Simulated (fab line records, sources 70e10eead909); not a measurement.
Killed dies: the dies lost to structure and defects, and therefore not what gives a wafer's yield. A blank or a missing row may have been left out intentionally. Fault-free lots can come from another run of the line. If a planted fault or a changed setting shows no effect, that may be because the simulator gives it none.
The tool behind it: which one?    flow nand_harc    24 lots, 72 wafers sampled, at 6 steps of a route of 1159

WHAT EACH GAUGE READ, for each wafer
The record lacks any reading of a measuring or inspecting step that a usual standard deviation could be used to judge.

TOOL THAT RAN EACH LOT (tool first, then ch and the chambers of the sampled wafers, then the start)
lot   NHARC_A_STAIRCASE_DESCUM_219        NHARC_A_STAIRCASE_ETCH_221                     NHARC_A_STAIRCASE_ETCH_232                     NHARC_A_STAIRCASE_DEP_417        NHARC_A_STAIRCASE_DEP_151        NHARC_A_SGD_CUT_STRIP_28
L076  rie_diel-04 ch 0,1,2, day 11 11:51  rie_diel-04 ch 0,1,3, day 12 05:55 or earlier  rie_diel-04 ch 0,1,3, day 12 05:55 or earlier  pecvd-02 ch 1,2, day 12 05:55    pecvd-03 ch 0,1, day 12 18:13    rie_diel-13 ch 0,1,2, no start
L075  rie_diel-06 ch 1,2,3, day 11 12:55  rie_diel-06 ch 0,1,3, day 12 07:28 or earlier  rie_diel-04 ch 1,2,3, day 12 07:28 or earlier  pecvd-01 ch 0,1,2, day 12 07:28  pecvd-02 ch 0,1,2, day 12 18:12  rie_diel-07 ch 0,1,2, no start
L074  rie_diel-05 ch 1,2,3, day 11 16:10  rie_diel-05 ch 0,3, day 12 11:19 or earlier    rie_diel-05 ch 0,3, day 12 11:19 or earlier    pecvd-01 ch 1,2, day 12 11:19    pecvd-02 ch 1,2, day 12 23:20    rie_diel-08 ch 0,3, no start
L077  rie_diel-06 ch 0,1,2, day 11 22:17  rie_diel-06 ch 0,2,3, day 12 16:38 or earlier  rie_diel-06 ch 1,2,3, day 12 16:38 or earlier  pecvd-03 ch 1,2, day 12 16:38    pecvd-01 ch 0,1,2, day 13 04:39  rie_diel-08 ch 0,1,3, no start
L078  rie_diel-05 ch 1,2,3, day 11 22:33  rie_diel-05 ch 0,3, day 12 16:49 or earlier    rie_diel-04 ch 0,3, day 12 16:49 or earlier    pecvd-02 ch 0,2, day 12 16:49    pecvd-02 ch 0,2, day 13 04:50    rie_diel-07 ch 1,2, no start
L079  rie_diel-05 ch 0,3, day 11 22:46    rie_diel-05 ch 0,1,2, day 12 18:59 or earlier  rie_diel-05 ch 0,2,3, day 12 18:59 or earlier  pecvd-02 ch 1,2, day 12 18:59    pecvd-01 ch 0,1,2, day 13 05:13  rie_diel-08 ch 0,3, no start
L080  rie_diel-04 ch 0,2,3, day 12 14:05  rie_diel-04 ch 1,2, day 13 09:05 or earlier    rie_diel-06 ch 0,1,2, day 13 09:05 or earlier  pecvd-02 ch 1,2, day 13 09:05    pecvd-02 ch 0,1,2, day 13 20:43  rie_diel-08 ch 0,2,3, no start
L082  rie_diel-04 ch 1,3, day 12 14:32    rie_diel-04 ch 1,2,3, day 13 08:43 or earlier  rie_diel-04 ch 1,3, day 13 08:43 or earlier    pecvd-02 ch 0,2, day 13 08:43    pecvd-01 ch 1,2, day 13 20:49    rie_diel-07 ch 1,2,3, no start
L081  rie_diel-06 ch 1,2, day 12 21:46    rie_diel-06 ch 0,1,3, day 13 19:40 or earlier  rie_diel-05 ch 0,1,2, day 13 19:40 or earlier  pecvd-02 ch 0,2, day 13 19:40    pecvd-02 ch 0,1,2, day 14 07:46  rie_diel-13 ch 0,3, no start
L083  rie_diel-06 ch 0,1,3, day 13 09:48  rie_diel-06 ch 0,2,3, day 14 08:22 or earlier  rie_diel-06 ch 1,2,3, day 14 08:22 or earlier  pecvd-03 ch 0,1,2, day 14 08:22  pecvd-01 ch 1,2, day 14 20:06    rie_diel-07 ch 1,2,3, no start
L084  rie_diel-04 ch 1,2, day 13 10:03    rie_diel-04 ch 1,2, day 14 07:46 or earlier    rie_diel-06 ch 0,2, day 14 07:46 or earlier    pecvd-03 ch 0,1, day 14 07:46    pecvd-03 ch 0,2, day 14 20:07    rie_diel-08 ch 0,1,2, no start
L085  rie_diel-04 ch 0,2,3, day 14 11:11  rie_diel-04 ch 0,1,2, day 15 05:46 or earlier  rie_diel-05 ch 0,1,3, day 15 05:46 or earlier  pecvd-03 ch 0,1, day 15 05:46    pecvd-01 ch 0,2, day 15 17:49    rie_diel-13 ch 1,3, no start
L087  rie_diel-04 ch 0,2,3, day 14 11:41  rie_diel-04 ch 0,1,3, day 15 07:07 or earlier  rie_diel-06 ch 0,1,3, day 15 07:07 or earlier  pecvd-01 ch 0,2, day 15 07:07    pecvd-03 ch 0,1,2, day 15 17:49  rie_diel-07 ch 0,2,3, no start
L088  rie_diel-04 ch 0,2,3, day 14 15:55  rie_diel-04 ch 1,2,3, day 15 09:29 or earlier  rie_diel-04 ch 0,1, day 15 09:29 or earlier    pecvd-01 ch 0,1,2, day 15 09:29  pecvd-02 ch 0,1,2, day 15 21:28  rie_diel-13 ch 0,1,3, no start
L086  rie_diel-05 ch 0,1,2, day 14 16:49  rie_diel-05 ch 0,2,3, day 15 10:53 or earlier  rie_diel-04 ch 1,2,3, day 15 10:53 or earlier  pecvd-03 ch 0,1,2, day 15 10:53  pecvd-01 ch 0,2, day 15 21:40    rie_diel-08 ch 0,2,3, day 17 11:13
L089  rie_diel-04 ch 2,3, day 15 00:42    rie_diel-04 ch 1,2,3, day 15 19:55 or earlier  rie_diel-04 ch 0,2, day 15 19:55 or earlier    pecvd-01 ch 0,2, day 15 19:55    pecvd-03 ch 0,1, day 16 07:59    rie_diel-13 ch 1,3, no start
L091  rie_diel-04 ch 0,1,2, day 15 05:35  rie_diel-04 ch 0,1,2, day 15 23:29 or earlier  rie_diel-04 ch 0,2,3, day 15 23:29 or earlier  pecvd-03 ch 0,1,2, day 15 23:29  pecvd-01 ch 1,2, day 16 11:35    rie_diel-08 ch 1,2,3, no start
L090  rie_diel-06 ch 1,2, day 15 06:01    rie_diel-06 ch 0,1, day 15 23:47 or earlier    rie_diel-06 ch 1,3, day 15 23:47 or earlier    pecvd-01 ch 1,2, day 15 23:47    pecvd-03 ch 0,2, day 16 11:34    rie_diel-13 ch 0,2, no start
L094  rie_diel-06 ch 2,3, day 15 13:01    rie_diel-06 ch 0,1, day 16 10:38 or earlier    rie_diel-06 ch 0,2, day 16 10:38 or earlier    pecvd-02 ch 1,2, day 16 10:38    pecvd-03 ch 0,1,2, day 16 22:47  rie_diel-13 ch 0,2, no start
L093  rie_diel-06 ch 0,1, day 15 13:26    rie_diel-06 ch 1,2,3, day 16 11:08 or earlier  rie_diel-06 ch 0,1,2, day 16 11:08 or earlier  pecvd-02 ch 0,1, day 16 11:08    pecvd-01 ch 1,2, day 16 22:41    rie_diel-08 ch 0,3, no start
L092  rie_diel-04 ch 0,2,3, day 15 17:08  rie_diel-04 ch 0,1,3, day 16 17:32 or earlier  rie_diel-06 ch 0,1,3, day 16 17:32 or earlier  pecvd-01 ch 0,1, day 16 17:32    pecvd-03 ch 0,1,2, day 17 05:38  rie_diel-08 ch 0,1,2, no start
L095  rie_diel-06 ch 0,1,3, day 16 07:47  rie_diel-06 ch 0,1,2, day 17 02:44 or earlier  rie_diel-06 ch 0,1,2, day 17 02:44 or earlier  pecvd-02 ch 0,2, day 17 02:44    pecvd-03 ch 1,2, day 17 14:49    rie_diel-08 ch 1,2,3, no start
L096  rie_diel-04 ch 0,1,2, day 16 22:10  rie_diel-04 ch 0,2,3, day 17 17:53 or earlier  rie_diel-04 ch 1,2, day 17 17:53 or earlier    pecvd-01 ch 0,1,2, day 17 17:53  pecvd-01 ch 1,2, day 18 05:50    rie_diel-08 ch 0,2,3, no start
L097  rie_diel-04 ch 1,2,3, day 17 02:23  rie_diel-04 ch 0,1,3, day 17 23:55 or earlier  rie_diel-05 ch 1,2, day 17 23:55 or earlier    pecvd-03 ch 1,2, day 17 23:55    pecvd-02 ch 1,2, day 18 12:04    rie_diel-07 ch 1,2,3, no start
- NHARC_A_STAIRCASE_DESCUM_219: chemistry O2, time 3 s.
- NHARC_A_STAIRCASE_ETCH_221: etches the open film in C4F8/O2, target depth 100 nm, time 40.5 s.
- NHARC_A_STAIRCASE_ETCH_232: etches the open film in C4F8/O2, target depth 100 nm, time 40.5 s.
- NHARC_A_STAIRCASE_DEP_417: deposits Si3N4, target thk 60 nm.
- NHARC_A_STAIRCASE_DEP_151: deposits SiO2, target thk 3800 nm.
- NHARC_A_SGD_CUT_STRIP_28: strips in O2, time 20 s.

WHAT THE TOOLS THEMSELVES READ (means of the sampled wafers that have a number; where no wafer has one, the mark that the record gives instead)
NHARC_A_STAIRCASE_DESCUM_219.
lot   tool         drypump_motor_current_A (A)  oes_product_au (a.u.)  rf_vpp_V (V)  showerhead_plenum_p_Torr (Torr)  throttle_valve_pct (%)
L076  rie_diel-04  5.78                         0.996                  57.6          1.93                             11.318
L075  rie_diel-06  5.97                         0.990                  57.9          1.92                             11.302
L074  rie_diel-05  5.51                         1.005                  58.4          1.99                             11.308
L077  rie_diel-06  5.85                         0.993                  58.4          1.85                             11.316
L078  rie_diel-05  5.52                         0.994                  57.9          1.99                             11.312
L079  rie_diel-05  5.54                         0.982                  57.9          1.90                             11.318
L080  rie_diel-04  5.58                         0.990                  57.1          1.86                             11.318
L082  rie_diel-04  5.42                         1.006                  57.6          1.91                             11.308
L081  rie_diel-06  6.07                         0.987                  58.2          1.87                             11.319
L083  rie_diel-06  5.76                         0.994                  58.1          1.90                             11.304
L084  rie_diel-04  5.69                         1.009                  58.2          2.00                             11.316
L085  rie_diel-04  5.58                         0.995                  57.3          1.85                             11.304
L087  rie_diel-04  5.59                         1.004                  57.1          1.85                             11.305
L088  rie_diel-04  5.59                         0.994                  57.5          1.85                             11.318
L086  rie_diel-05  5.59                         1.007                  58.2          1.90                             11.312
L089  rie_diel-04  5.43                         0.990                  56.9          1.86                             11.305
L091  rie_diel-04  5.77                         1.000                  58.1          1.92                             11.314
L090  rie_diel-06  6.05                         0.986                  57.5          1.86                             11.306
L094  rie_diel-06  5.94                         0.982                  57.5          1.89                             11.313
L093  rie_diel-06  5.84                         0.990                  58.2          1.86                             11.315
L092  rie_diel-04  5.59                         1.002                  57.1          1.85                             11.310
L095  rie_diel-06  5.73                         1.001                  57.1          1.89                             11.314
L096  rie_diel-04  5.77                         1.004                  57.3          1.92                             11.313
L097  rie_diel-04  5.52                         0.998                  58.5          1.91                             11.317

NHARC_A_STAIRCASE_ETCH_221.
lot   tool         oes_product_au (a.u.)  rf_fwd_power_W (W)  rf_vpp_V (V)
L076  rie_diel-04  0.938                  591                 896
L075  rie_diel-06  0.941                  591                 895
L074  rie_diel-05  0.929                  592                 895
L077  rie_diel-06  0.932                  592                 893
L078  rie_diel-05  0.922                  590                 900
L079  rie_diel-05  0.926                  593                 895
L080  rie_diel-04  0.955                  593                 897
L082  rie_diel-04  0.918                  591                 897
L081  rie_diel-06  0.939                  590                 896
L083  rie_diel-06  0.931                  594                 894
L084  rie_diel-04  0.935                  594                 897
L085  rie_diel-04  0.934                  594                 897
L087  rie_diel-04  0.926                  592                 896
L088  rie_diel-04  0.951                  591                 896
L086  rie_diel-05  0.926                  593                 899
L089  rie_diel-04  0.961                  592                 896
L091  rie_diel-04  0.935                  594                 897
L090  rie_diel-06  0.940                  591                 893
L094  rie_diel-06  0.919                  589                 893
L093  rie_diel-06  0.908                  592                 896
L092  rie_diel-04  0.959                  592                 895
L095  rie_diel-06  0.943                  590                 891
L096  rie_diel-04  0.935                  591                 891
L097  rie_diel-04  0.940                  592                 896

NHARC_A_STAIRCASE_ETCH_232.
lot   tool         oes_product_au (a.u.)  rf_fwd_power_W (W)  rf_vpp_V (V)
L076  rie_diel-04  0.935                  591.0               897
L075  rie_diel-04  0.951                  591.9               896
L074  rie_diel-05  0.950                  592.7               895
L077  rie_diel-06  0.940                  592.3               897
L078  rie_diel-04  0.938                  589.3               891
L079  rie_diel-05  0.953                  594.1               899
L080  rie_diel-06  0.945                  589.2               892
L082  rie_diel-04  0.935                  591.2               895
L081  rie_diel-05  0.950                  596.3               895
L083  rie_diel-06  0.938                  591.4               896
L084  rie_diel-06  0.933                  590.9               889
L085  rie_diel-05  0.955                  592.7               896
L087  rie_diel-06  0.930                  592.6               894
L088  rie_diel-04  0.955                  592.9               901
L086  rie_diel-04  0.956                  592.9               896
L089  rie_diel-04  0.933                  592.2               893
L091  rie_diel-04  0.946                  590.9               892
L090  rie_diel-06  0.941                  593.6               900
L094  rie_diel-06  0.937                  590.8               888
L093  rie_diel-06  0.939                  589.4               890
L092  rie_diel-06  0.955                  589.9               894
L095  rie_diel-06  0.942                  589.0               892
L096  rie_diel-04  0.941                  594.0               901
L097  rie_diel-05  0.938                  595.5               896

NHARC_A_STAIRCASE_DEP_417.
lot   tool      heater_power_w (W)  rf_fwd_power_W (W)
L076  pecvd-02  716                 449.8
L075  pecvd-01  771                 447.4
L074  pecvd-01  811                 448.4
L077  pecvd-03  616                 447.9
L078  pecvd-02  726                 449.3
L079  pecvd-02  704                 449.0
L080  pecvd-02  694                 448.0
L082  pecvd-02  770                 450.5
L081  pecvd-02  794                 448.9
L083  pecvd-03  707                 450.1
L084  pecvd-03  651                 448.1
L085  pecvd-03  676                 448.4
L087  pecvd-01  694                 448.7
L088  pecvd-01  729                 450.2
L086  pecvd-03  740                 448.5
L089  pecvd-01  748                 448.8
L091  pecvd-03  658                 449.0
L090  pecvd-01  817                 448.5
L094  pecvd-02  644                 448.8
L093  pecvd-02  547                 449.7
L092  pecvd-01  745                 450.1
L095  pecvd-02  608                 449.3
L096  pecvd-01  761                 448.9
L097  pecvd-03  713                 448.6

NHARC_A_STAIRCASE_DEP_151.
lot   tool      heater_power_w (W)  rf_fwd_power_W (W)
L076  pecvd-03  624                 499.1
L075  pecvd-02  635                 499.6
L074  pecvd-02  597                 500.1
L077  pecvd-01  686                 498.6
L078  pecvd-02  659                 499.7
L079  pecvd-01  671                 499.7
L080  pecvd-02  652                 499.0
L082  pecvd-01  695                 500.5
L081  pecvd-02  666                 498.9
L083  pecvd-01  678                 499.6
L084  pecvd-03  604                 500.2
L085  pecvd-01  678                 498.4
L087  pecvd-03  666                 499.2
L088  pecvd-02  593                 499.5
L086  pecvd-01  657                 501.0
L089  pecvd-03  653                 499.9
L091  pecvd-01  736                 500.3
L090  pecvd-03  682                 499.4
L094  pecvd-03  640                 500.2
L093  pecvd-01  711                 500.0
L092  pecvd-03  658                 498.4
L095  pecvd-03  641                 499.4
L096  pecvd-01  683                 500.5
L097  pecvd-02  584                 500.1

NHARC_A_SGD_CUT_STRIP_28.
lot   tool         drypump_motor_current_A (A)  oes_product_au (a.u.)  rf_vpp_V (V)  showerhead_plenum_p_Torr (Torr)  throttle_valve_pct (%)
L076  rie_diel-13  5.7                          0.999                  58.4          3.69                             17.046
L075  rie_diel-07  5.4                          0.998                  58.6          3.53                             17.034
L074  rie_diel-08  5.4                          0.992                  56.7          3.41                             17.035
L077  rie_diel-08  5.4                          0.987                  57.2          3.51                             17.032
L078  rie_diel-07  5.3                          0.997                  57.2          3.49                             17.035
L079  rie_diel-08  5.6                          0.999                  57.3          3.48                             17.038
L080  rie_diel-08  5.3                          1.002                  58.4          3.52                             17.037
L082  rie_diel-07  5.3                          0.996                  57.1          3.52                             17.038
L081  rie_diel-13  6.3                          0.985                  58.4          3.73                             17.026
L083  rie_diel-07  5.3                          1.004                  58.4          3.52                             17.043
L084  rie_diel-08  5.3                          0.998                  57.9          3.62                             17.035
L085  rie_diel-13  6.1                          1.012                  58.4          3.72                             17.039
L087  rie_diel-07  5.4                          1.005                  58.3          3.55                             17.040
L088  rie_diel-13  6.0                          0.997                  58.9          3.70                             17.040
L086  rie_diel-08  5.2                          1.002                  57.4          3.52                             17.034
L089  rie_diel-13  5.9                          1.017                  58.3          3.69                             17.037
L091  rie_diel-08  5.1                          0.989                  58.3          3.54                             17.042
L090  rie_diel-13  5.9                          0.991                  58.7          3.70                             17.033
L094  rie_diel-13  5.8                          0.987                  59.0          3.70                             17.036
L093  rie_diel-08  5.3                          0.994                  57.9          3.41                             17.029
L092  rie_diel-08  5.3                          0.988                  58.5          3.62                             17.042
L095  rie_diel-08  5.1                          0.988                  58.0          3.53                             17.031
L096  rie_diel-08  5.2                          1.006                  58.1          3.51                             17.042
L097  rie_diel-07  5.3                          0.998                  58.6          3.51                             17.040

THE ANSWER, worked out from the rows above alone
Rule: usual is defined by the lots themselves. The widest of any qualifying gaps counts: lots, ordered by their means at a reading, are off when they make up no more than a third of the lots, leave a main group of 4 or more, and stand apart from it by 3 or more times the standard deviation of that group's means. A main group is skipped when, at the precision printed for the reading in the tables above, its means are all equal. Also off: a lot with no number at a reading for which 4 or more lots have one. The other lots that the step has rows for count as sound. After the gauges, taken in route order, come the tools' own readings; for these a lot's mean is taken, as printed above. At the first step where some lot is off, the reading lying furthest off is the one used; lots without a number count as furthest.
No lot is off at any reading shown: from this, nothing can be told.

WHAT THE SIMULATOR PUT IN
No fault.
